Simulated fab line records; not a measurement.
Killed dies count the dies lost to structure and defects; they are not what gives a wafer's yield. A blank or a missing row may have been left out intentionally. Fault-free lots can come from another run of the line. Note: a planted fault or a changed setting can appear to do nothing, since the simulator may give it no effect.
Split-lot experiment | flow n5-finfet | 21 wafers read across 7 lots, on a route 1938 steps long

THE SPLIT ITSELF
At N5_SDB_ETCH_17 (etches SiARC in CF4, target depth 23.4 nm, time 39 s), the setting bias-w was moved away from the recipe's 36 W on 9 of the 21 wafers read, by -13.0% to +10.1%. For the rest of the wafers, this setting stayed at what the recipe calls for.

The reading comes from the split's own step.

THE READING
rf-vpp-V, in V, at N5_SDB_ETCH_17 (etches SiARC in CF4, target depth 23.4 nm, time 39 s). Typical for fault-free wafers on this fab line: 184.0 V, with standard deviation 1.2 V.

wafer  | tool, chamber at the split | bias-w as run, W | against the recipe | rf-vpp-V, V | against lot-mates on the recipe
L076.1 | rie-diel-03, 0             | 39.19            | +8.9%              | 192.9       | +9.2
L076.3 | rie-diel-03, 1             | 36               | recipe             | 183.7       | -
L076.4 | rie-diel-03, 0             | 39.19            | +8.9%              | 192.2       | +8.5
L083.1 | rie-diel-03, 2             | 36               | recipe             | 183.4       | -
L083.3 | rie-diel-03, 0             | 36               | recipe             | 183.0       | -
L083.4 | rie-diel-03, 3             | 36               | recipe             | 186.9       | -
L084.1 | rie-diel-01, 1             | 36               | recipe             | 184.2       | -
L084.3 | rie-diel-01, 0             | 36               | recipe             | 182.6       | -
L084.5 | rie-diel-01, 2             | 36               | recipe             | 183.0       | -
L086.1 | rie-diel-05, 1             | 32.33            | -10.2%             | 172.3       | -12.5
L086.2 | rie-diel-05, 0             | 32.33            | -10.2%             | 174.3       | -10.5
L086.6 | rie-diel-05, 2             | 36               | recipe             | 184.8       | -
L090.1 | rie-diel-03, 2             | 36               | recipe             | 184.0       | -
L090.4 | rie-diel-03, 0             | 36               | recipe             | 182.7       | -
L090.6 | rie-diel-03, 1             | 36               | recipe             | 182.5       | -
L096.1 | rie-diel-05, 0             | 31.33            | -13.0%             | 169.9       | -15.2
L096.3 | rie-diel-05, 3             | 36               | recipe             | 185.1       | -
L096.4 | rie-diel-05, 2             | 31.33            | -13.0%             | 169.4       | -15.7
L097.2 | rie-diel-03, 1             | 39.65            | +10.1%             | 194.7       | no lot-mate on the recipe
L097.4 | rie-diel-03, 3             | 39.65            | +10.1%             | 197.0       | no lot-mate on the recipe
L097.5 | rie-diel-03, 2             | 39.65            | +10.1%             | 196.2       | no lot-mate on the recipe

THE FIT
A straight line over all 21 wafers: rf-vpp-V changes by +1.1 V for each +1% of bias-w; r = +0.99; the points scatter about the line by 1.2 V.
The same after taking each lot's own level away (the mean of its wafers on the recipe; 18 wafers): +1.12 V for each +1%; r = +0.99; scatter 1 V.
That fit puts the effect of the largest move of bias-w on the reading at 15 V.
The lots' own levels span 183.07 to 185.10 V, that is 1.7 times the standard deviation above.
The two slopes agree, so the slope changes little with the lot-to-lot level.
Check: with one of the wafers moved furthest among these (-13.0%) left out of the fit, the line predicts -14.6 V for it against its lot-mates. It came out at -15.2 V against them.
Tool readings at the split's step, against how far the setting was moved: rf-vpp-V r = +0.99.

ADDITIONAL SPLITS CARRIED BY THESE WAFERS
These wafers also went through other splits before the reading. Each is held against what the fit with the lots' levels taken away leaves over:
other split on the same wafers | wafers away from the commonest value | r with rf-vpp-V (lot level and that fit taken away)
N5_FIN_CUT_EXPOSE_05 dose-mj   | 4                                    | -0.10
N5_DUMMY_GATE_HM_DEP_06 time-s | 15                                   | +0.04
N5_SD_EPI_N_COAT_33 spin-rpm   | 9                                    | +0.01
N5_SD_EPI_N_COAT_03 spin-rpm   | 6                                    | -0.33
N5_SDB_COAT_03 spin-rpm        | 7                                    | +0.06

FILE'S OWN FIT
rf-vpp-V changes by +1.13 V for each +1% of bias-w, r = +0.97.
